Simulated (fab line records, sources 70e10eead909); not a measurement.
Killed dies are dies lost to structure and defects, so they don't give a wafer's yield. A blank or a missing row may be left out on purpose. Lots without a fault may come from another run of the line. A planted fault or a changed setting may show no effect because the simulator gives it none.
fab line records | flow nand_harc
record lots=5 wafers=15 last_day=23
route steps=1159 shown A_CHANNEL_HOLE_D1@465 END@1159
lots that met no fault: from a run of the same line without faults
start_h: hours from the record's first day to the start of the lot's first wafer shown | wait_h: hours since the lot's step before | " the same as in the row above | L1.1+2: a row that stands for several wafers | - no value, or no start given | * or withheld: withheld | < > ~ a bound
route shown NAME@n: a module of which the file shows steps, and the number in the route of the first | usual: mean/standard deviation of fault-free wafers | same: alike in all rows | chamber/n: place in a boat | sites: the reading at each site | _std_site: their standard deviation | _edge_site: outer sites' mean less inner sites' | radius_mm: how far each site lies from the wafer's centre | mask NAME#n: copy n | behind: the tool/chamber that last shaped the wafer | hold: why the lot was held/for how many hours/how that ended | device: the transistor (n, p or np) that didn't switch | end of line: the same wafers' tests at the end of the route | a step without rows: its recipe alone | killed: dies lost to structure and defects at the first sort, not the wafer's yield | map: a wafer's dies, x killed, . not, _ none there
set.NAME: the setting as run; set.NAME@STEP: as run at that earlier step | model.NAME: the simulator's own value behind a step, which no gauge read
lots at some steps of the route; a table a step, a row a wafer
services: from which hour (start_h, from the record's first day; less than 0 if before it) a tool's chamber was out of use, for how many hours, and why
## steps
# step NHARC_A_CHANNEL_HOLE_D1_DESCUM_15
# recipe time_s=3 o2_flow_sccm=200 ar_flow_sccm=0 bias_power_w=0 chemistry=O2
# step NHARC_A_CHANNEL_HOLE_D1_ETCH_38
# recipe target_depth_a=390 over_etch_frac=0.3 time_s=65 ion_energy_ev=80 cf4_flow_sccm=150 ar_flow_sccm=0 rf_w=300 bias_w=100 chemistry=CF4
# step NHARC_A_CHANNEL_HOLE_D1_ETCH_39
# recipe target_depth_a=2600 over_etch_frac=0.3 time_s=325 ion_energy_ev=200 n2_flow_sccm=150 h2_flow_sccm=150 ar_flow_sccm=0 rf_w=400 bias_w=150 chemistry=N2/H2
# step NHARC_A_CHANNEL_HOLE_D1_ETCH_34
# recipe target_depth_a=1540 time_s=77 cf4_flow_sccm=100 chf3_flow_sccm=30 ar_flow_sccm=0 rf_w=500 bias_w=200 chemistry=CF4/CHF3
# step NHARC_A_CHANNEL_HOLE_D1_ETCH_16
# recipe target_depth_a=31000 over_etch_frac=0.3 time_s=806 ion_energy_ev=150 o2_flow_sccm=400 cos_flow_sccm=20 ar_flow_sccm=0 rf_w=500 bias_w=300 chemistry=O2/COS
# step NHARC_A_CHANNEL_HOLE_D1_ETCH_19
# recipe bias_v=1200 source_w=2500 pressure_mtorr=15 time_s=34.5 ar_flow_sccm=375 c4f8_flow_sccm=28.8 o2_flow_sccm=96.2 temp_c=-20 target_depth_a=* chemistry=C4F8/O2/Ar
# step NHARC_A_CHANNEL_HOLE_D1_ETCH_20
# recipe bias_v=3000 source_w=withheld pressure_mtorr=20 time_s=361.9 ar_flow_sccm=375 c4f8_flow_sccm=89.3 o2_flow_sccm=35.7 temp_c=-20 target_depth_a=16000 chemistry=C4F8/O2/Ar
# step NHARC_A_CHANNEL_HOLE_D1_ETCH_21
# recipe bias_v=3000 source_w=withheld pressure_mtorr=20 time_s=514.3 ar_flow_sccm=375 c4f8_flow_sccm=89.3 o2_flow_sccm=35.7 temp_c=-20 target_depth_a=16000 chemistry=C4F8/O2/Ar
# step NHARC_A_CHANNEL_HOLE_D1_ETCH_22
# recipe bias_v=3000 source_w=withheld pressure_mtorr=20 time_s=666.7 ar_flow_sccm=375 c4f8_flow_sccm=89.3 o2_flow_sccm=35.7 temp_c=-20 target_depth_a=16000 chemistry=C4F8/O2/Ar
# step NHARC_A_CHANNEL_HOLE_D1_ETCH_23
# recipe bias_v=5000 source_w=withheld pressure_mtorr=20 time_s=819 ar_flow_sccm=375 c4f8_flow_sccm=89.3 o2_flow_sccm=35.7 temp_c=-20 target_depth_a=16000 chemistry=C4F8/O2/Ar
# step NHARC_A_CHANNEL_HOLE_D1_ETCH_24
# recipe bias_v=5000 source_w=withheld pressure_mtorr=20 time_s=906.2 ar_flow_sccm=375 c4f8_flow_sccm=93.8 o2_flow_sccm=31.2 temp_c=-20 target_depth_a=15000 chemistry=C4F8/O2/Ar
# step NHARC_A_CHANNEL_HOLE_D1_ETCH_25
# recipe bias_v=5000 source_w=withheld pressure_mtorr=20 time_s=1040.2 ar_flow_sccm=375 c4f8_flow_sccm=93.8 o2_flow_sccm=31.2 temp_c=-20 target_depth_a=15000 chemistry=C4F8/O2/Ar
# usual c4f8_flow_sccm=93.81/0.28 chamber_pressure_mTorr=20.000/0.017 drypump_motor_current_A=5.4/0.32 showerhead_plenum_p_Torr=3.79/0.076 throttle_valve_pct=32.235/0.0088 time_s=1040.2/0
# columns lot.wafer tool chamber start_h wait_h c4f8_flow_sccm chamber_pressure_mTorr drypump_motor_current_A rf_hours_counter_h showerhead_plenum_p_Torr throttle_valve_pct time_s
L115.2 har_etch-02 1 219.14 0.7 93.98 20.004 5.0 120 3.86 32.238 1040.2
L115.4 " 1 " " 94.12 20.002 5.0 - 3.86 32.220 1040.2
L115.6 " 0 " " 93.73 19.993 5.5 - 3.81 32.236 1040.2
L118.3 har_etch-01 1 224.93 0.7 - - - - - - -
L118.4 " 0 " " - - - - - - -
L118.6 " 0 " " - - - - - - -
L116.1 har_etch-02 1 224.96 0.7 - - - - - - -
L116.3 " 1 " " - - - - - - -
L116.6 " 1 " " - - - - - - -
L113.3 har_etch-01 0 229.12 0.7 - - - - - - -
L113.4 " 1 " " - - - - - - -
L113.5 " 0 " " - - - - - - -
L124.1 har_etch-02 0 277.53 0.7 94.01 19.995 5.5 151 3.80 32.215 1040.2
L124.3 " 0 " " 93.94 19.989 5.5 - 3.80 32.214 1040.2
L124.6 " 0 " " 93.91 19.993 5.5 - 3.80 32.226 1040.2
# step NHARC_A_CHANNEL_HOLE_D1_ETCH_26
# recipe bias_v=300 source_w=2000 pressure_mtorr=30 time_s=224.1 ar_flow_sccm=375 c4f8_flow_sccm=11.4 o2_flow_sccm=113.6 temp_c=-20 target_depth_a=3000 chemistry=C4F8/O2/Ar
# step NHARC_A_CHANNEL_HOLE_D1_ETCH_33
# recipe bias_v=400 source_w=2000 pressure_mtorr=25 time_s=90 ar_flow_sccm=375 c4f8_flow_sccm=41.7 o2_flow_sccm=83.3 temp_c=-20 target_depth_a=4000 chemistry=C4F8/O2/Ar
# step NHARC_A_CHANNEL_HOLE_D1_STRIP_41
# recipe n2_flow_sccm=150 h2_flow_sccm=150 ar_flow_sccm=0 bias_w=0 chemistry=N2/H2
# step NHARC_A_CHANNEL_HOLE_D1_STRIP_42
# recipe cf4_flow_sccm=100 chf3_flow_sccm=30 ar_flow_sccm=0 bias_w=0 chemistry=CF4/CHF3
# step NHARC_A_CHANNEL_HOLE_D1_STRIP_43
# recipe o2_flow_sccm=400 cos_flow_sccm=20 ar_flow_sccm=0 bias_w=0 chemistry=O2/COS
# step NHARC_A_CHANNEL_HOLE_D1_ETCH_44
# recipe target_depth_a=1400 overetch_a=140 time_s=77 ion_energy_ev=100 cf4_flow_sccm=80 o2_flow_sccm=20 ar_flow_sccm=0 rf_w=300 bias_w=100 chemistry=CF4/O2
# usual bias_w=100.0/0.31 cf4_flow_sccm=80.03/0.22 drypump_motor_current_A=5.5/0.46 oes_f_703_au=0.999/0.005 oes_product_au=1.002/0.0081 rf_vpp_V=197.5/1.2 showerhead_plenum_p_Torr=1.32/0.046 throttle_valve_pct=13.397/0.0086
# same time_s=77
# columns lot.wafer tool chamber start_h wait_h bias_w cf4_flow_sccm drypump_motor_current_A oes_f_703_au oes_product_au rf_hours_counter_h rf_vpp_V showerhead_plenum_p_Torr throttle_valve_pct model.A_CHANNEL_HOLE_D1.cd_nm
L115.2 rie_diel-07 1 220.80 0.1 100.7 80.08 5.5 1.002 0.997 11 199.2 1.42 13.393 89.83
L115.4 " 2 " " 100.1 80.07 6.5 1.000 1.014 12 195.8 1.25 13.410 89.95
L115.6 " 2 " " 100.0 79.81 6.4 0.996 1.014 - 197.2 1.25 13.381 91.83
L118.4 rie_diel-12 3 226.47 0.1 100.1 80.28 5.4 0.997 1.004 2 197.9 1.26 13.398 98.56
L118.3 " 1 " " 99.7 80.12 5.0 0.997 1.000 1 198.5 1.35 13.394 100.5
L118.6 " 2 " " 99.7 79.97 5.2 0.999 1.001 - 197.2 1.31 13.403 100.2
L116.1 rie_diel-10 0 226.64 0.1 100.8 79.93 5.3 0.996 0.990 4 194.9 1.27 13.401 99.21
L116.3 " 3 " " 100.2 79.59 5.1 0.990 1.005 4 197.7 1.37 13.389 99.46
L116.6 " 0 " " 99.6 79.80 5.3 0.992 1.005 - 196.6 1.27 13.409 94.08
L113.4 rie_diel-10 3 230.68 0.1 99.5 80.08 5.1 1.001 1.014 5 196.5 1.37 13.388 98.86
L113.3 " 1 " " 100.0 80.46 5.6 0.996 0.989 4 197.3 1.32 13.378 100.5
L113.5 " 2 " " 100.8 79.94 5.7 0.996 0.993 - 195.7 1.30 13.394 95.98
L124.3 rie_diel-12 0 279.20 0.1 99.5 80.00 6.3 0.991 1.003 3 196.6 1.29 13.391 89.23
L124.1 " 3 " " 100.2 80.12 5.4 1.004 1.007 4 196.6 1.26 13.390 88.1
L124.6 " 0 " " 99.8 79.96 6.3 1.002 1.012 - 196.5 1.29 13.404 87.76
# step NHARC_A_CHANNEL_HOLE_D1_STRIP_27
# recipe o2_flow_sccm=500 ar_flow_sccm=0 bias_w=0 chemistry=O2
# step NHARC_A_CHANNEL_HOLE_D1_PRECLEAN_28
# recipe time_s=* temp_c=50 bath_age_min=0 chemistry=SC1
# step NHARC_A_CHANNEL_HOLE_D1_SRD_29
# step NHARC_A_CHANNEL_HOLE_D1_CD_MEAS_30
# usual cd_nm=89.6/1.2
# columns lot.wafer tool chamber start_h wait_h cd_nm
L115.2 cd_sem-03 - 221.60 - 90.0
L115.4 " - " " 90.6
L115.6 " - " " 92.2
L118.3 cd_sem-01 - 227.26 - 0.1
L118.4 " - " " 1.0
L118.6 " - " " 0.1
L116.1 cd_sem-03 - 227.44 - 0.5
L116.3 " - " " -0.4
L116.6 " - " " 0.5
L113.3 cd_sem-03 - 231.49 - 1.3
L113.4 " - " " 0.4
L113.5 " - " " 0.8
L124.1 cd_sem-03 - 279.99 - 87.8
L124.3 " - " " 89.0
L124.6 " - " " 88.0
# step NHARC_A_CHANNEL_HOLE_D1_XSEM_31
# recipe landing_energy_ev=35000
# usual bot_cd_nm=74.1/1.3 bow_nm=8.7/0.42 tilt_deg=0.05/0.04
# columns lot.wafer tool chamber start_h wait_h bot_cd_nm bow_nm tilt_deg
L115.2 xsem-01 0 221.69 0.1 73.0 8.2 0.11
L115.4 " 0 " " 74.9 8.1 0.11
L115.6 " 0 " " 76.2 8.1 0.11
L118.3 xsem-02 0 227.37 0.1 0.0 1.1 0.03
L118.4 " 0 " " 0.3 1.1 0.03
L118.6 " 0 " " 0.0 1.1 0.03
L116.1 xsem-01 0 227.53 0.1 1.0 0.0 0.00
L116.3 " 0 " " 0.5 0.0 0.00
L116.6 " 0 " " 1.4 0.0 0.00
L113.3 xsem-02 0 231.59 0.1 0.9 0.9 0.03
L113.4 " 0 " " 0.0 0.9 0.02
L113.5 " 0 " " 0.5 0.9 0.02
L124.1 xsem-02 0 280.09 0.1 72.7 8.3 0.06
L124.3 " 0 " " 74.6 8.2 0.06
L124.6 " 0 " " 74.1 8.1 0.06
# step NHARC_END_SORT_01
# recipe temp_c=25
# usual killed_at_array=26/10 killed_at_other=0.8/1.1 killed_at_periphery=3.3/2.6 killed_dies=30/11 killed_open=3.4/1.8 killed_short=2.0/1.3
# same gross_dies=677
# columns lot.wafer tool chamber start_h wait_h killed_at_array killed_at_other killed_at_periphery killed_dies killed_open killed_short
L116.1 prober-02 0 489.53 2.5 676 0 1 677 3 2
L116.3 prober-02 0 491.14 3.1 672 0 5 677 3 2
L116.6 prober-02 0 493.55 4.0 674 0 3 677 6 3
L113.3 prober-02 0 500.60 3.1 671 0 6 677 6 1
L113.4 prober-02 0 501.41 3.4 676 0 1 677 2 1
L113.5 prober-02 0 502.21 3.7 674 0 3 677 4 4
L118.3 prober-01 0 508.40 3.1 675 0 2 677 2 0
L118.4 prober-01 0 509.20 3.4 676 0 1 677 1 3
L118.6 prober-01 0 510.79 4.0 677 0 0 677 2 2
# killed by level:class
L116.1 A_CHANNEL_HOLE_D1:area_etch=660 A_STAIRCASE:chamber_film_flake=7 A_CHANNEL_HOLE_D1:chamber_film_flake=3 A_M1:geometric_particle:open=2 A_ONON_D1:geometric_particle:short=1 A_CHANNEL_HOLE_D1:geometric_particle:open=1 A_WL_FILL:geometric_particle:short=1 P_ZERO_WELL:chamber_film_flake=1
L116.3 A_CHANNEL_HOLE_D1:area_etch=658 A_STAIRCASE:chamber_film_flake=8 P_CONTACT:geometric_particle:open=3 P_ZERO_WELL:chamber_film_flake=2 A_SLIT:chamber_film_flake=2 A_CHANNEL_HOLE_D1:geometric_particle:short=1 A_WL_FILL:geometric_particle:short=1 A_ZERO_WELL:chamber_film_flake=1
L116.6 A_CHANNEL_HOLE_D1:area_etch=651 A_STAIRCASE:chamber_film_flake=7 A_CHANNEL_HOLE_D1:chamber_film_flake=4 A_WL_FILL:geometric_particle:short=2 A_CONTACT:geometric_particle:open=2 A_CONTACT:chamber_film_flake=2 P_CONTACT:geometric_particle:open=1 A_ONON_D1:geometric_particle:open=1
L113.3 A_CHANNEL_HOLE_D1:area_etch=635 A_SLIT:chamber_film_flake=14 A_CHANNEL_HOLE_D1:chamber_film_flake=10 A_STAIRCASE:chamber_film_flake=4 A_CONTACT:chamber_film_flake=4 P_M0:geometric_particle:open=2 A_CHANNEL_FILL_D1:geometric_particle:open=2 P_CONTACT:geometric_particle:open=1
L113.4 A_CHANNEL_HOLE_D1:area_etch=636 A_SLIT:chamber_film_flake=14 A_CHANNEL_HOLE_D1:chamber_film_flake=11 A_CONTACT:chamber_film_flake=8 A_CHANNEL_FILL_D1:chamber_film_flake=2 A_STAIRCASE:chamber_film_flake=2 A_WL_FILL:geometric_particle:short=1 A_CONTACT:geometric_particle:open=1
L113.5 A_CHANNEL_HOLE_D1:area_etch=635 A_SLIT:chamber_film_flake=16 A_CHANNEL_HOLE_D1:chamber_film_flake=7 A_STAIRCASE:chamber_film_flake=5 A_CONTACT:chamber_film_flake=4 A_CHANNEL_FILL_D1:geometric_particle:open=3 P_GATE:geometric_particle:short=1 P_M0:geometric_particle:open=1
L118.3 A_CHANNEL_HOLE_D1:area_etch=642 A_CHANNEL_HOLE_D1:chamber_film_flake=12 A_SLIT:chamber_film_flake=12 A_STAIRCASE:chamber_film_flake=6 P_M0:geometric_particle:open=1 A_SGD_CUT:geometric_particle:open=1 P_GATE:chamber_film_flake=1 A_ZERO_WELL:chamber_film_flake=1
L118.4 A_CHANNEL_HOLE_D1:area_etch=650 A_SLIT:chamber_film_flake=11 A_CHANNEL_HOLE_D1:chamber_film_flake=7 A_STAIRCASE:chamber_film_flake=3 A_CHANNEL_HOLE_D1:geometric_particle:short=1 A_SGD_CUT:geometric_particle:short=1 A_WL_FILL:geometric_particle:short=1 A_M0:geometric_particle:open=1
L118.6 A_CHANNEL_HOLE_D1:area_etch=637 A_CHANNEL_HOLE_D1:chamber_film_flake=11 A_SLIT:chamber_film_flake=11 A_STAIRCASE:chamber_film_flake=7 A_CONTACT:chamber_film_flake=4 A_ZERO_WELL:chamber_film_flake=2 A_ONON_D1:geometric_particle:open=1 A_ONON_D1:geometric_particle:short=1
# map L113.3 (x killed, . not)
____________x____________
_________xxxxxxx_________
_______xxxxxxxxxxx_______
______xxxxxxxxxxxxx______
_____xxxxxxxxxxxxxxx_____
____xxxxxxxxxxxxxxxxx____
____xxxxxxxxxxxxxxxxx____
___xxxxxxxxxxxxxxxxxxx___
___xxxxxxxxxxxxxxxxxxx___
__xxxxxxxxxxxxxxxxxxxxx__
__xxxxxxxxxxxxxxxxxxxxx__
_xxxxxxxxxxxxxxxxxxxxxxx_
_xxxxxxxxxxxxxxxxxxxxxxx_
_xxxxxxxxxxxxxxxxxxxxxxx_
_xxxxxxxxxxxxxxxxxxxxxxx_
_xxxxxxxxxxxxxxxxxxxxxxx_
xxxxxxxxxxxxxxxxxxxxxxxxx
xxxxxxxxxxxxxxxxxxxxxxxxx
xxxxxxxxxxxxxxxxxxxxxxxxx
xxxxxxxxxxxxxxxxxxxxxxxxx
xxxxxxxxxxxxxxxxxxxxxxxxx
_xxxxxxxxxxxxxxxxxxxxxxx_
_xxxxxxxxxxxxxxxxxxxxxxx_
_xxxxxxxxxxxxxxxxxxxxxxx_
_xxxxxxxxxxxxxxxxxxxxxxx_
_xxxxxxxxxxxxxxxxxxxxxxx_
__xxxxxxxxxxxxxxxxxxxxx__
__xxxxxxxxxxxxxxxxxxxxx__
___xxxxxxxxxxxxxxxxxxx___
___xxxxxxxxxxxxxxxxxxx___
____xxxxxxxxxxxxxxxxx____
____xxxxxxxxxxxxxxxxx____
_____xxxxxxxxxxxxxxx_____
______xxxxxxxxxxxxx______
_______xxxxxxxxxxx_______
_________xxxxxxx_________
____________x____________
# map L116.1 (x killed, . not)
____________x____________
_________xxxxxxx_________
_______xxxxxxxxxxx_______
______xxxxxxxxxxxxx______
_____xxxxxxxxxxxxxxx_____
____xxxxxxxxxxxxxxxxx____
____xxxxxxxxxxxxxxxxx____
___xxxxxxxxxxxxxxxxxxx___
___xxxxxxxxxxxxxxxxxxx___
__xxxxxxxxxxxxxxxxxxxxx__
__xxxxxxxxxxxxxxxxxxxxx__
_xxxxxxxxxxxxxxxxxxxxxxx_
_xxxxxxxxxxxxxxxxxxxxxxx_
_xxxxxxxxxxxxxxxxxxxxxxx_
_xxxxxxxxxxxxxxxxxxxxxxx_
_xxxxxxxxxxxxxxxxxxxxxxx_
xxxxxxxxxxxxxxxxxxxxxxxxx
xxxxxxxxxxxxxxxxxxxxxxxxx
xxxxxxxxxxxxxxxxxxxxxxxxx
xxxxxxxxxxxxxxxxxxxxxxxxx
xxxxxxxxxxxxxxxxxxxxxxxxx
_xxxxxxxxxxxxxxxxxxxxxxx_
_xxxxxxxxxxxxxxxxxxxxxxx_
_xxxxxxxxxxxxxxxxxxxxxxx_
_xxxxxxxxxxxxxxxxxxxxxxx_
_xxxxxxxxxxxxxxxxxxxxxxx_
__xxxxxxxxxxxxxxxxxxxxx__
__xxxxxxxxxxxxxxxxxxxxx__
___xxxxxxxxxxxxxxxxxxx___
___xxxxxxxxxxxxxxxxxxx___
____xxxxxxxxxxxxxxxxx____
____xxxxxxxxxxxxxxxxx____
_____xxxxxxxxxxxxxxx_____
______xxxxxxxxxxxxx______
_______xxxxxxxxxxx_______
_________xxxxxxx_________
____________x____________
## services
# columns tool chamber start_h hours kind
rie_diel-12 - 199.82 0.5 repair
rie_diel-12 - 202.40 9.0 pm
rie_diel-12 0 202.40 9.0 vent_cycle
rie_diel-12 1 202.40 9.0 vent_cycle
rie_diel-12 2 202.40 9.0 vent_cycle
rie_diel-12 3 202.40 9.0 vent_cycle
rie_diel-10 0 210.00 - clean
rie_diel-10 1 210.00 - clean
rie_diel-10 2 210.00 - clean
rie_diel-10 3 210.00 - clean
rie_diel-12 0 211.40 - clean
rie_diel-12 1 211.40 - clean
rie_diel-12 2 211.40 - clean
rie_diel-12 3 211.40 - clean
rie_diel-07 - 228.24 9.0 pm
rie_diel-10 0 234.62 - clean
rie_diel-10 1 234.62 - clean
rie_diel-10 2 234.62 - clean
rie_diel-10 3 234.62 - clean
rie_diel-12 0 235.90 - clean
rie_diel-12 1 235.90 - clean
rie_diel-07 1 263.85 7.2 repair
rie_diel-10 1 270.01 4.2 repair
rie_diel-07 2 270.75 6.2 repair
## key
first_sign step=NHARC_A_CHANNEL_HOLE_D1_ETCH_25 reading=tool_record direction=missing
effect step=NHARC_A_CHANNEL_HOLE_D1_CD_MEAS_30 reading=cd_nm direction=down sigmas=73 usual=89.6 struck=0.5
effect step=NHARC_A_CHANNEL_HOLE_D1_XSEM_31 reading=bot_cd_nm direction=down sigmas=57 usual=74.1 struck=0.5
effect step=NHARC_END_SORT_01 reading=killed_at_array direction=up sigmas=62 usual=26 struck=675
model_effect step=NHARC_A_CHANNEL_HOLE_D1_ETCH_44 value=A_CHANNEL_HOLE_D1.cd_nm without=89.21 struck=98.6
more_kills_born_at NHARC_A_CHANNEL_HOLE_D1_ETCH_25@har_etch-01=3835 NHARC_A_CHANNEL_HOLE_D1_ETCH_25@har_etch-02=1969
met_at NHARC_A_CHANNEL_HOLE_D1_ETCH_25
struck_wafers L113.3,L113.4,L113.5,L116.1,L116.3,L116.6,L118.3,L118.4,L118.6
later_rows_left_out L113.3,L113.4,L113.5,L116.1,L116.3,L116.6,L118.3,L118.4,L118.6
tester_left_out L113,L116,L118
onset_between 219.14 224.93
fault kind=skipped_step_whole tool=har_etch-01,har_etch-02 chamber=- onset_h=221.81 steps=NHARC_A_CHANNEL_HOLE_D1_ETCH_25 scope=struck_lots_only
# tester_left_out: of these lots the tester's yield and bins aren't shown, on N5 and GAA mostly nor the transistor test; their killed dies are dies lost to structure and defects alone, not to doping, threshold or leakage, so they don't give the yield
# later_rows_left_out: the simulator's readings of these wafers behind a module that went badly wrong aren't trusted and aren't shown, but for the sort
